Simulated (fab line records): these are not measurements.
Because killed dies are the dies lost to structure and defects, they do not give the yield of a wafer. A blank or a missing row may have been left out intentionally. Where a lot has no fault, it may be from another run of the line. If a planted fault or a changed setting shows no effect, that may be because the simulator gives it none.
fab line records | flow n5_finfet
record: lots: 4 wafers: 12 last_day: 17
route steps=1938 shown BEOL_M1@835 BEOL_M2@841 BEOL_M4@1111 PASSIVATION@1936
lots untouched by any fault: they come from a run of this same line in which no faults occurred
start_h: hours from the record's first day to the start of the lot's first wafer shown | wait_h: how many hours have passed since the lot's step before this one | " unchanged from the row above | L1.1+2: several wafers, shown together as one row | - value missing, or start not given | * or withheld: withheld | < > ~ a bound
route shown NAME@n: names a module that has steps shown in the file, with the first one's number in the route | usual: mean/standard deviation taken from wafers without a fault | same: alike in all rows | chamber/n: place in a boat | sites: the reading at each site | _std_site: their standard deviation | _edge_site: outer sites' mean less inner sites' | radius_mm: for every site, how far away it sits from the centre of the wafer | mask NAME#n: copy n | behind: the most recent tool/chamber to have shaped the wafer | hold: what put the lot on hold/how long, in hours/how the hold closed | device: names the non-switching transistor (n, p or np) | end of line: tests run on the same wafers once the route is complete | step lacking rows: just its recipe | killed: count of dies lost to structure and defects at first sort (not the wafer's yield) | map: dies across one wafer; x = killed, . = not, _ = none there
set.NAME: the setting the step ran with; set.NAME@STEP: the setting that earlier step ran with | model.NAME: the simulator's own value behind a step, which no gauge read
certain route steps with their lots: each step a table, each wafer a row
services: the hour from which a tool's chamber was out of use, counted from the record's first day as start_h (under 0 if before that day), plus the number of hours and why
== steps ==
step: N5_BEOL_M1_PRE_CLEAN_60
recipe: gas: NH3/H2 time_s: 15 temp_c: * rf_power_w: 300
step: N5_BEOL_M1_CO_CAP_55
recipe: material: Co target_thk_a: 20 temp_c: 200 precursor: CCTBA/H2 pressure_torr: 30 time_s: 102.1
step: N5_BEOL_M1_PRE_CLEAN_56
recipe: gas: NH3 time_s: 15 temp_c: withheld rf_power_w: 300
step: N5_BEOL_M1_DEP_57
recipe: material: SiCN target_thk_a: 80 temp_c: withheld precursor: 3MS/NH3 pressure_torr: 3 rf_w: 202 time_s: 14
step: N5_BEOL_M2_ILD_DEP_00
recipe: material: SiOC target_thk_a: 790 temp_c: 350 precursor: DEMS/O2 pressure_torr: 5 rf_w: 500 time_s: 15.3
step: N5_BEOL_M2_PECVD_72
recipe: material: SiO2 target_thk_a: 160 temp_c: 400 precursor: TEOS/O2 pressure_torr: 5.5 rf_w: 450 teos_flow_sccm: 53.8 gas: O2 flow_sccm: 3000 time_s: 18
step: N5_BEOL_M2_HM_DEP_02
recipe: material: TiN target_thk_a: 200 temp_c: 25 chamber_pressure_pa: 0.49996
step: N5_BEOL_M2_COAT_61
recipe: resist: SOC temp_c: 250 time_s: 60 spin_rpm: 1500 resist_thk_nm: 60
step: N5_BEOL_M2_COAT_62
recipe: resist: SiARC temp_c: 220 time_s: 60 spin_rpm: 1500 resist_thk_nm: 12
usual: exhaust_pa: 45.0/0.92 spin_speed_rpm: 1500.0/1.1
columns lot.wafer tool chamber start_h wait_h exhaust_pa spin_speed_rpm model.SiARC_of_BEOL_M2_COAT_62.thk_nm
L359.2 litho_track-03 0 160.68 - 44.7 1500.8 12
L359.4 " 0 " " 44.1 1499.0 12
L359.6 " 0 " " 45.3 1499.5 12
L365.1 litho_track-03 0 197.66 - 44.0 2322.9 9.6
L365.5 " 0 " " 44.2 2321.8 9.6
L365.6 " 0 " " 42.6 2323.3 9.6
L366.1 litho_track-03 0 207.18 - 44.7 2323.4 9.6
L366.5 " 0 " " 44.3 2325.2 9.6
L366.6 " 0 " " 44.7 2322.6 9.6
L368.3 litho_track-02 0 218.13 - 45.5 1497.4 12
L368.5 " 0 " " 46.2 1500.6 12
L368.6 " 0 " " 45.3 1500.1 12
step: N5_BEOL_M2_COAT_73
recipe: resist: underlayer temp_c: 205 time_s: 60 spin_rpm: 1500 resist_thk_nm: 5
step: N5_BEOL_M2_COAT_05
recipe: resist: CAR-EUV spin_rpm: 1500 resist_thk_nm: 30
step: N5_BEOL_M2_EBR_07
recipe: solvent: PGMEA ebr_width_mm: 1.5
step: N5_BEOL_M2_SOFTBAKE_06
recipe: temp_c: 110 time_s: 60 resist: CAR-EUV
step: N5_BEOL_M2_EXPOSE_08
recipe: mask_id: M2 na: 0.33 source_shape: dipole sigma_inner: 0.369 sigma_outer: 0.767 polarization: unpolarized dose_mj: 41.25
step: N5_BEOL_M2_PEB_09
recipe: peb_temp_c: 100 peb_time_s: 60 resist: CAR-EUV
step: N5_BEOL_M2_DEVELOP_10
recipe: develop_time_s: 30 developer: TMAH resist: CAR-EUV rinse_liquid: surfactant_rinse dry: air_spin dev_temp_c: 23
step: N5_BEOL_M2_DESCUM_16
recipe: chemistry: O2 time_s: 7 source_power_w: 50 bias_power_w: 20 pressure_mtorr: 20 rf_frequency_hz: 2.712e+07 temp_c: 40 resist: CAR-EUV o2_flow_sccm: 225
step: N5_BEOL_M2_ETCH_74
recipe: chemistry: N2/H2 target: underlayer target_depth_a: 65 mask_material: CAR-EUV time_s: 5.2 ion_energy_ev: 200 pressure_mtorr: 30 source_w: 840 bias_w: 150 n2_flow_sccm: 200 h2_flow_sccm: 200 ends: cleared
step: N5_BEOL_M2_ETCH_63
recipe: chemistry: CF4 target: SiARC target_depth_a: 156 mask_material: CAR-EUV time_s: 26 ion_energy_ev: 80 pressure_mtorr: 40 source_w: 545 bias_w: 36 Ar_flow_sccm: 100 cf4_flow_sccm: 100 ends: cleared
usual: drypump_motor_current_A: 5.7/0.5 etch_rf_on_time_s: 26.0/0.35 oes_product_au: 0.68/0.081 rf_vpp_V: 184.1/0.99 showerhead_plenum_p_Torr: 2.15/0.04 throttle_valve_pct: 15.66/0.23
columns lot.wafer tool chamber start_h wait_h drypump_motor_current_A etch_rf_on_time_s oes_product_au rf_hours_counter_h rf_vpp_V showerhead_plenum_p_Torr throttle_valve_pct model.etch.depth_nm
L359.2 rie_diel-01 1 161.13 0.0 5.6 26.1 0.65 163 183.8 2.14 15.79 12.04
L359.4 " 2 " " 5.0 26.4 0.59 238 185.4 2.20 15.65 12.09
L359.6 " 0 " " 6.5 26.0 0.74 - 184.0 2.10 15.48 12.04
L365.1 rie_diel-01 3 198.10 0.0 5.2 20.6 0.67 132 184.8 2.14 15.86 9.649
L365.5 " 3 " " 5.1 20.9 0.67 - 184.0 2.14 15.87 9.671
L365.6 " 0 " " 6.5 21.2 0.74 - 184.7 2.09 15.50 9.628
L366.1 rie_diel-01 1 207.62 0.0 5.7 20.6 0.66 177 185.1 2.13 15.80 9.642
L366.5 " 1 " " 5.7 20.8 0.66 - 184.6 2.13 15.79 9.665
L366.6 " 3 " " 5.2 20.5 0.67 - 185.2 2.14 15.87 9.617
L368.3 rie_diel-04 1 218.74 0.0 6.3 25.6 0.82 3 184.2 2.10 15.35 12.03
L368.5 " 2 " " 5.6 26.1 0.60 - 183.5 2.13 15.94 11.93
L368.6 " 1 " " 6.3 25.3 0.83 - 183.6 2.10 15.32 11.97
step: N5_BEOL_M2_ETCH_64
recipe: chemistry: N2/H2 target: SOC target_depth_a: 750 overetch_a: 225 mask_material: SiARC temp_c: 40 time_s: 121.9 ion_energy_ev: 200 pressure_mtorr: 30 source_w: 840 bias_w: 150 n2_flow_sccm: 200 h2_flow_sccm: 200
usual: drypump_motor_current_A: 5.7/0.51 oes_product_au: 0.61/0.069 rf_vpp_V: 524.0/1.6 showerhead_plenum_p_Torr: 2.55/0.049 throttle_valve_pct: 17.88/0.25
columns lot.wafer tool chamber start_h wait_h drypump_motor_current_A oes_product_au rf_hours_counter_h rf_vpp_V showerhead_plenum_p_Torr throttle_valve_pct model.SiARC_of_BEOL_M2_COAT_62.thk_nm
L359.2 rie_diel-01 1 161.16 0.0 5.7 0.58 163 523.4 2.54 18.05 6.4
L359.4 " 2 " " 5.0 0.53 238 527.0 2.60 17.71 6.4
L359.6 " 0 " " 6.5 0.66 - 522.1 2.49 17.71 6.2
L365.1 rie_diel-01 3 198.13 0.0 5.2 0.58 132 524.4 2.56 18.13 4
L365.5 " 3 " " 5.2 0.58 - 525.2 2.56 18.14 4
L365.6 " 0 " " 6.5 0.65 - 522.0 2.48 17.71 3.8
L366.1 rie_diel-01 1 207.65 0.0 5.6 0.57 177 522.3 2.53 18.07 4
L366.5 " 1 " " 5.7 0.57 - 523.4 2.53 18.06 4
L366.6 " 3 " " 5.2 0.58 - 524.6 2.56 18.14 4
L368.3 rie_diel-04 1 218.77 0.0 6.3 0.73 3 522.3 2.49 17.53 6.2
L368.5 " 2 " " 5.6 0.53 - 524.3 2.52 18.16 6.4
L368.6 " 1 " " 6.2 0.73 - 524.0 2.49 17.53 6.2
step: N5_BEOL_M2_STRIP_65
recipe: chemistry: N2/H2 temp_c: 40 n2_flow_sccm: 200 h2_flow_sccm: 200 rf_frequency_hz: 6e+07
step: N5_BEOL_M4_RC_MEAS_101
usual: DIBL_N: 36.6/1.3 DIBL_P: 36.4/1.4 IOFF_N: 0.167/0.023 IOFF_P: 0.219/0.029 ION_N: 678/8.7 ION_P: 464/6.4 SS_N: 71.5/0.53 SS_P: 73.4/0.57 VT_N: 248.5/2.8 VT_P: -249/3.1
columns lot.wafer tool chamber start_h wait_h DIBL_N[mV/V] DIBL_P[mV/V] IOFF_N[nA/um] IOFF_P[nA/um] ION_N[uA/um] ION_P[uA/um] SS_N[mV/dec] SS_P[mV/dec] VT_N[mV] VT_P[mV]
L359.2 prober-02 0 201.24 0.2 35.5 35.2 0.142 0.242 675 480 72.1 72.8 251.9 -244
L359.4 " 0 " " 37.1 37.0 0.176 0.269 678 473 72.2 73.2 249.8 -245
L359.6 " 0 " " 35.3 34.9 0.135 0.232 676 473 71.5 73.0 255.2 -247
L365.1 prober-01 0 254.70 0.0 33.7 34.7 0.145 0.229 679 470 71.3 72.7 250.3 -244
L365.5 " 0 " " 35.5 36.4 0.177 0.247 688 469 71.3 73.7 247.6 -245
L365.6 " 0 " " 33.3 34.6 0.134 0.224 666 465 70.5 73.0 252.9 -245
L366.1 prober-02 0 290.03 0.0 36.1 35.5 0.155 0.207 679 468 71.2 72.8 248.7 -248
L366.5 " 0 " " 35.5 34.5 0.146 0.200 679 470 71.1 72.5 252.4 -252
L366.6 " 0 " " 34.8 33.7 0.133 0.187 669 464 70.7 72.7 250.2 -251
L368.3 prober-01 0 308.82 0.3 37.4 37.2 0.193 0.231 675 461 71.2 73.1 246.4 -248
L368.5 " 0 " " 35.9 35.8 0.157 0.210 670 457 71.6 73.3 249.6 -249
L368.6 " 0 " " 35.7 35.4 0.152 0.201 677 460 71.9 73.5 249.6 -251
step: N5_PASSIVATION_PROBE_49
usual: defect_limited_yield: 91.6/1.6 killed_at_M0_to_M3: 32/9.7 killed_at_M4_up: 13/4.4 killed_at_contacts: 12/6.5 killed_at_front_end: 38/12 killed_at_other: 3.7/3 killed_dies: 99/18 killed_open: 66/14 killed_short: 32/7.5 sort_bin_5_function: 4.9/1 sort_bin_6_memory: 3.2/0.73 sort_n_pass: 1081/18 sort_yield_pct: 91.6/1.6
same: gross_dies: 1180 killed_at_back_side: 0 sort_bin_4_leakage[%]: 0 sort_bin_8_speed[%]: 0
columns lot.wafer tool chamber start_h wait_h defect_limited_yield[%] killed_at_M0_to_M3 killed_at_M4_up killed_at_contacts killed_at_front_end killed_at_other killed_dies killed_open killed_short sort_bin_5_function[%] sort_bin_6_memory[%] sort_n_pass sort_yield_pct[%]
L359.2 prober-02 - 302.46 0.1 91.9 26 21 12 31 6 96 66 30 4.6 3.4 1084 91.9
L359.4 prober-02 - 302.56 0.2 91.8 37 20 23 16 1 97 72 25 4.9 3.1 1083 91.8
L359.6 prober-02 - 302.66 0.3 92.7 32 18 7 27 2 86 57 29 4.1 3.1 1094 92.7
L365.1 prober-01 - 353.40 0.0 94.5 26 8 7 22 2 65 48 17 3.1 2.2 1115 94.5
L365.5 prober-01 - 353.60 0.2 93.6 40 7 6 18 4 75 53 22 4.2 2.0 1105 93.6
L365.6 prober-01 - 353.65 0.3 92.5 38 15 4 25 7 89 67 22 4.2 3.2 1091 92.5
L366.1 prober-01 - 389.91 0.0 90.8 48 16 7 36 1 108 75 33 5.3 3.7 1072 90.8
L366.5 prober-01 - 390.11 0.2 92.3 28 18 12 30 3 91 65 26 4.7 2.8 1089 92.3
L366.6 prober-01 - 390.16 0.3 90.5 32 17 10 49 4 112 77 35 6.4 3.1 1068 90.5
L368.3 prober-01 - 409.09 0.1 91.9 29 13 9 42 2 95 66 26 4.8 3.2 1085 91.9
L368.5 prober-01 - 409.19 0.2 90.9 40 12 13 40 2 107 69 38 5.6 3.2 1073 90.9
L368.6 prober-01 - 409.24 0.3 91.1 46 10 4 36 9 105 67 38 5.8 2.6 1075 91.1
killed by level:class
L359.2 FIN_SAQP:geometric_particle:open=9 MOL_CONTACT_COAG:geometric_particle:open=8 BEOL_M4:geometric_particle:open=8 BEOL_M2:geometric_particle:open=7 BEOL_M3:geometric_particle:open=6 FIN_SAQP:geometric_particle:short=5 BEOL_M0_SAQP:geometric_particle:short=5 STI_FIN_REVEAL:geometric_particle:open=4
L359.4 MOL_CONTACT_COAG:geometric_particle:open=16 BEOL_M4:geometric_particle:open=15 BEOL_M2:geometric_particle:open=11 MOL_CONTACT_COAG:geometric_particle:short=7 BEOL_M0_SAQP:geometric_particle:open=7 BEOL_M3:geometric_particle:open=7 BEOL_M0_SAQP:geometric_particle:short=6 FIN_SAQP:geometric_particle:short=3
L359.6 BEOL_M0_SAQP:geometric_particle:open=8 BEOL_M2:geometric_particle:open=6 BEOL_M3:geometric_particle:open=6 STARTING-WAFER:geometric_particle:open=6 FIN_SAQP:geometric_particle:open=5 BEOL_M5:geometric_particle:open=5 MOL_CONTACT_COAG:geometric_particle:open=4 BEOL_M0:geometric_particle:short=4
L365.1 BEOL_M1:geometric_particle:open=6 DUMMY_GATE:geometric_particle:open=5 MOL_CONTACT_COAG:geometric_particle:open=5 BEOL_M1:geometric_particle:short=4 BEOL_M3:geometric_particle:open=4 BEOL_M0_SAQP:geometric_particle:open=3 BEOL_M0_SAQP:geometric_particle:short=3 BEOL_M0:geometric_particle:open=3
L365.5 BEOL_M0:geometric_particle:open=15 BEOL_M1:geometric_particle:open=7 BEOL_M3:geometric_particle:open=6 MOL_CONTACT_COAG:geometric_particle:open=5 DUMMY_GATE:geometric_particle:open=4 FIN_SAQP:geometric_particle:short=3 BEOL_M0_SAQP:geometric_particle:short=3 BEOL_M0:geometric_particle:short=3
L365.6 BEOL_M4:geometric_particle:open=8 BEOL_M0_SAQP:geometric_particle:short=7 BEOL_M1:geometric_particle:open=7 FIN_SAQP:geometric_particle:open=6 STI_FIN_REVEAL:geometric_particle:open=6 BEOL_M0_SAQP:geometric_particle:open=6 BEOL_M0:geometric_particle:open=5 PAD_METAL:geometric_particle:open=5
L366.1 BEOL_M1:geometric_particle:open=12 FIN_SAQP:geometric_particle:short=10 FIN_SAQP:geometric_particle:open=9 BEOL_M2:geometric_particle:open=9 BEOL_M3:geometric_particle:open=9 BEOL_M4:geometric_particle:open=8 MOL_CONTACT_COAG:geometric_particle:open=6 BEOL_M0_SAQP:geometric_particle:open=6
L366.5 BEOL_M3:geometric_particle:open=11 MOL_CONTACT_COAG:geometric_particle:open=10 STI_FIN_REVEAL:geometric_particle:open=9 BEOL_M4:geometric_particle:open=9 FIN_SAQP:geometric_particle:open=8 BEOL_M2:geometric_particle:open=8 FIN_SAQP:geometric_particle:short=4 BEOL_M2:geometric_particle:short=3
L366.6 FIN_SAQP:geometric_particle:open=15 FIN_SAQP:geometric_particle:short=8 MOL_CONTACT_COAG:geometric_particle:open=8 BEOL_M1:geometric_particle:open=8 STI_FIN_REVEAL:geometric_particle:open=7 BEOL_M2:geometric_particle:open=7 BEOL_M0_SAQP:geometric_particle:short=6 BEOL_M4:geometric_particle:open=5
L368.3 FIN_SAQP:geometric_particle:open=9 FIN_SAQP:geometric_particle:short=9 STI_FIN_REVEAL:geometric_particle:open=9 MOL_CONTACT_COAG:geometric_particle:open=8 BEOL_M0_SAQP:geometric_particle:short=5 BEOL_M0:geometric_particle:open=5 DUMMY_GATE:geometric_particle:open=4 BEOL_M2:geometric_particle:open=4
L368.5 BEOL_M0_SAQP:geometric_particle:short=12 FIN_SAQP:geometric_particle:open=9 FIN_SAQP:geometric_particle:short=9 MOL_CONTACT_COAG:geometric_particle:open=9 STI_FIN_REVEAL:geometric_particle:open=7 BEOL_M2:geometric_particle:open=7 BEOL_M0_SAQP:geometric_particle:open=6 BEOL_M0:geometric_particle:open=5
L368.6 BEOL_M0_SAQP:geometric_particle:short=13 STI_FIN_REVEAL:geometric_particle:open=11 BEOL_M0_SAQP:geometric_particle:open=11 BEOL_M1:geometric_particle:open=10 FIN_SAQP:geometric_particle:short=6 FIN_SAQP:geometric_particle:open=4 DUMMY_GATE:geometric_particle:open=4 MOL_CONTACT_COAG:geometric_particle:open=4
== services ==
columns tool chamber start_h hours kind
rie_diel-04 0 160.67 - clean
rie_diel-04 0 160.67 - consumable_replace:focus_ring
rie_diel-04 0 160.67 25.2 scheduled_down
rie_diel-04 0 160.67 25.2 vent_cycle
rie_diel-04 1 176.16 8.1 repair
rie_diel-01 0 182.28 1.9 repair
rie_diel-04 1 185.89 - clean
rie_diel-04 1 185.89 - consumable_replace:focus_ring
rie_diel-04 1 185.89 27.9 scheduled_down
rie_diel-04 1 185.89 27.9 vent_cycle
rie_diel-01 2 190.80 1.6 repair
rie_diel-01 2 204.69 - clean
rie_diel-01 2 204.69 - consumable_replace:focus_ring
rie_diel-01 2 204.69 23.2 scheduled_down
rie_diel-01 2 204.69 23.2 vent_cycle
rie_diel-04 0 214.62 7.9 repair
== key ==
first_sign: step: N5_BEOL_M2_COAT_62 reading: spin_speed_rpm direction: up sigmas: 99+ usual: * struck: *
effect: step: N5_BEOL_M2_ETCH_63 reading: etch_rf_on_time_s direction: down sigmas: 15 usual: * struck: *
model_effect: step: N5_BEOL_M2_COAT_62 value: SiARC_of_BEOL_M2_COAT_62.thk_nm without: 12 struck: 9.6
model_effect: step: N5_BEOL_M2_ETCH_63 value: etch.depth_nm without: 12.01 struck: 9.646
model_effect: step: N5_BEOL_M2_ETCH_64 value: SiARC_of_BEOL_M2_COAT_62.thk_nm without: 6.333 struck: 3.967
met_at N5_BEOL_M2_COAT_62
struck_wafers L365.1,L365.5,L365.6,L366.1,L366.5,L366.6
onset_between 160.68 197.66
fault: kind: process_parameter_drift tool: litho_track-03 chamber: - onset_h: 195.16 steps: N5_BEOL_M2_COAT_62 channel: spin_rpm offset: * shape: step acts_in: * stated: *
